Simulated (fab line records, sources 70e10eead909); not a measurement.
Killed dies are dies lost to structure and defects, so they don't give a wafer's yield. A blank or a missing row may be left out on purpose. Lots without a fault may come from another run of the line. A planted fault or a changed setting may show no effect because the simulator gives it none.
Chamber matching | flow nand_harc | NHARC_A_SLIT_ETCH_29 on rie_diel-07: 4 sister chambers
The step etches the open film in CF4/O2, target depth 100 nm, overetch 10 nm, time 55 s. 16 wafers are shown with their chamber, then 8 later ones without.

WAFERS WITH THEIR CHAMBER
wafer  | chamber | drypump_motor_current_A (A) | oes_product_au (a.u.) | throttle_valve_pct (%)
L074.1 | 1       | 6.3                         | 0.994                 | 13.394
L074.3 | 3       | 5.8                         | 1.011                 | 13.410
L074.5 | 2       | 6.4                         | 1.020                 | 13.398
L078.3 | 2       | 6.4                         | 1.012                 | 13.406
L078.4 | 1       | 6.4                         | 0.997                 | 13.382
L078.6 | 1       | 6.4                         | 0.994                 | 13.401
L077.3 | 2       | 6.4                         | 1.006                 | 13.400
L077.5 | 3       | 5.8                         | 0.994                 | 13.396
L077.6 | 0       | 5.8                         | 1.005                 | 13.387
L082.3 | 1       | 6.4                         | 1.020                 | 13.400
L082.5 | 0       | 5.8                         | 1.004                 | 13.392
L082.6 | 3       | 5.8                         | 1.006                 | 13.379
L085.4 | 1       | 6.4                         | 1.020                 | 13.403
L085.5 | 1       | 6.4                         | 1.018                 | 13.399
L085.6 | 0       | 5.8                         | 0.996                 | 13.399
L089.3 | 1       | 6.4                         | 1.000                 | 13.398

SIGNATURES (means of the wafers above)
reading                 | chamber 0 | chamber 1 | chamber 2 | chamber 3 | scatter within a chamber
drypump_motor_current_A | 5.800     | 6.386     | 6.400     | 5.800     | 0.0267
oes_product_au          | 1.00167   | 1.00614   | 1.01267   | 1.00367   | 0.0102
throttle_valve_pct      | 13.39267  | 13.39671  | 13.40133  | 13.39500  | 0.00861
Rule: a wafer's distance from a chamber is the root of the sum, over the readings, of the square of ((its reading less the chamber's mean) divided by the reading's scatter). The wafer belongs to the nearest chamber; if the next one is less than 2 further off, it can't be placed. The scatter: the root of (the sum of the squares of (reading less its chamber's mean) over the shown wafers, divided by (wafers less chambers)).

WAFERS WITHOUT THEIR CHAMBER
wafer  | drypump_motor_current_A (A) | oes_product_au (a.u.) | throttle_valve_pct (%)
L089.4 | 6.4                         | 1.010                 | 13.399
L089.5 | 6.4                         | 0.999                 | 13.403
L092.3 | 6.4                         | 1.011                 | 13.410
L092.4 | 5.8                         | 1.000                 | 13.396
L092.5 | 6.4                         | 1.011                 | 13.393
L097.1 | 6.4                         | 1.013                 | 13.405
L097.3 | 5.7                         | 0.997                 | 13.423
L097.5 | 6.4                         | 1.002                 | 13.393

WHICH CHAMBER EACH WENT THROUGH
wafer  | from the rows above     | in truth
L089.4 | can't be placed: 2 or 1 | 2
L089.5 | can't be placed: 1 or 2 | 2
L092.3 | can't be placed: 2 or 1 | 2
L092.4 | can't be placed: 3 or 0 | 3
L092.5 | can't be placed: 1 or 2 | 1
L097.1 | can't be placed: 2 or 1 | 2
L097.3 | can't be placed: 3 or 0 | 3
L097.5 | can't be placed: 1 or 2 | 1
Placed correctly: 0 of 8. Can't be placed from these rows: 8 (the true chamber is among the candidates in 8). Placed wrongly: 0.
